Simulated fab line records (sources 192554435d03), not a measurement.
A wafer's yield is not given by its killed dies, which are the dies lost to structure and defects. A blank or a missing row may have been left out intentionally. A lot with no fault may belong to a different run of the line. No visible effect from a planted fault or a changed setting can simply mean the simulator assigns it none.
Comparing a struck lot with a sound one    flow n5 finfet    25 steps out of a route of 1938
Sound: the wafers L360.1, L360.2, L360.5. Struck: wafers L354.1, L354.5, L354.6. The cause is given at the end.
For every step that has rows: the tool of each side, followed by ch and its chambers, followed by its first start. Under that, the readings that differ: sound wafers    struck wafers    difference of the means    sigmas: that difference in standard deviations of wafers without a fault.
alike: same words and numbers on both sides, and readings whose means sit less than 2 such deviations apart. not compared: any withheld reading, any reading some wafer has no value for, any bound like >300 that may hide the same value, and any number with overlapping values for which the record gives no deviation.
Wherever a step has rows on one side only, a row that says differs or no value, or a row with sigmas, the two part there. When numbers do not overlap yet have no deviation, they are printed without sigmas and do not part them. A reading that every wafer of one side lacks parts them only if that side has two wafers or more.

first, 10 steps without rows for these wafers: N5_DUMMY_GATE_UV_OZONE_45 (time 120 s); N5_SPACER0_ALD_07 (deposits SiNx, target thk 2 nm); N5_SPACER0_ALD_00 (deposits SiOCN, target thk 3.5 nm, pulse time 3 s, purge time 2 s); N5_SPACER0_ALD_08 (deposits SiNx, target thk 2 nm); N5_SD_EPI_N_COAT_32 (time 60 s, resist thk 350 nm); N5_SD_EPI_N_COAT_33 (time 60 s, resist thk 35 nm); N5_SD_EPI_N_COAT_03 (resist thk 150 nm); N5_SD_EPI_N_EBR_05; N5_SD_EPI_N_SOFTBAKE_04 (time 60 s); N5_SD_EPI_N_EXPOSE_06 (exposes mask SD N BLK, target cd 120 nm).
N5_SD_EPI_N_PEB_07: peb time 60 s.
  sound on litho track-02 ch 0, day 9 00:05; struck on litho track-01 ch 0, day 7 05:23
reading           sound                 struck                difference  sigmas
plate temp C (C)  109.92 110.00 110.10  109.36 109.25 109.20  -0.74       -6
then, 1 step without rows for these wafers: N5_SD_EPI_N_DEVELOP_08 (develop time 30 s).
N5_SD_EPI_N_CD_MEAS_09 targets a cd of 120 nm.
  sound on cd sem-03 ch 0, day 9 00:08; struck on cd sem-02 ch 0, day 7 05:27
reading     sound              struck             difference  sigmas
cd nm (nm)  119.7 120.9 119.6  117.4 117.5 118.0  -2.4        -3
N5_SD_EPI_N_DESCUM_14: chemistry O2, time 7.9 s.
  sound on rie diel-05 ch 0,1,3, day 9 00:14; struck on rie diel-02 ch 1,2,3, day 7 05:49
reading                    sound            struck           difference  sigmas
model.SD_EPI_N.cd nm (nm)  119.6 121 119.8  117.4 117.4 118  -2.5        
  alike: drypump motor current A, oes product au, rf vpp V, showerhead plenum p Torr, throttle valve pct
  not compared: rf hours counter h
then, 7 steps without rows for these wafers: N5_SD_EPI_N_ETCH_34 (etches SiARC in CF4, target depth 45.5 nm, time 75.8 s); N5_SD_EPI_N_ETCH_35 (etches SOC in N2/H2, overetch 108 nm, time 486 s); N5_SD_EPI_N_STRIP_36 (strips in N2/H2); N5_SD_EPI_N_ETCHBACK_44 (etches SiNx in CH3F/O2, stops on SiO2, target depth 14.5 nm); N5_SD_EPI_N_ETCH_45 (etches SiOCN in CH3F/O2, target depth 6 nm); N5_SD_EPI_N_ETCH_16 (etches SiO2 in CHF3/O2, target depth 5 nm); N5_SD_EPI_N_STRIP_47 (strips in CHF3/O2).
N5_SD_EPI_N_SD_RECESS_17: chemistry HBr/Cl2/O2, target depth 41 nm, time 23.7 s, bt time 3 s.
  sound on rie si-06 ch 0,1, day 9 00:55; struck on rie si-01 ch 0,3, day 7 06:30
  alike: drypump motor current A, oes product au, throttle valve pct
  not compared: rf hours counter h, model.SD_EPI_N.cd nm
then, 1 step without rows for these wafers: N5_SD_EPI_N_STRIP_38 (strips in N2/H2).
-- here the record skips 8 days between the struck wafers' starts before and after, leaving off in module SD_EPI_N and picking up in module BEOL_M4 (first step shown: number 1111 of the route) --
N5_BEOL_M4_RC_MEAS_101:
  sound on prober-01 ch 0, day 16 17:10; struck on prober-01 ch 0, day 15 06:20
  alike: DIBL_N, DIBL_P, IOFF_N, IOFF_P, ION_N, ION_P, SS_N, SS_P, VT_N, VT_P
-- record jumps: 4 days separate the struck wafers' starts on either side; left off in module BEOL_M4, taken up again in module PASSIVATION, whose first shown step is the route's number 1936 --
N5_PASSIVATION_PROBE_49:
  record: rows for the struck wafers here (prober-01, day 19 17:37), none for the sound ones

## WHERE THEY PART
Last at N5_PASSIVATION_PROBE_49 as far as this record goes, first at N5_SD_EPI_N_PEB_07.

WHY: the cause the simulator had injected
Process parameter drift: litho track-01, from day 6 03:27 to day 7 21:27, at N5_SD_EPI_N_PEB_07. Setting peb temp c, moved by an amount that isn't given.
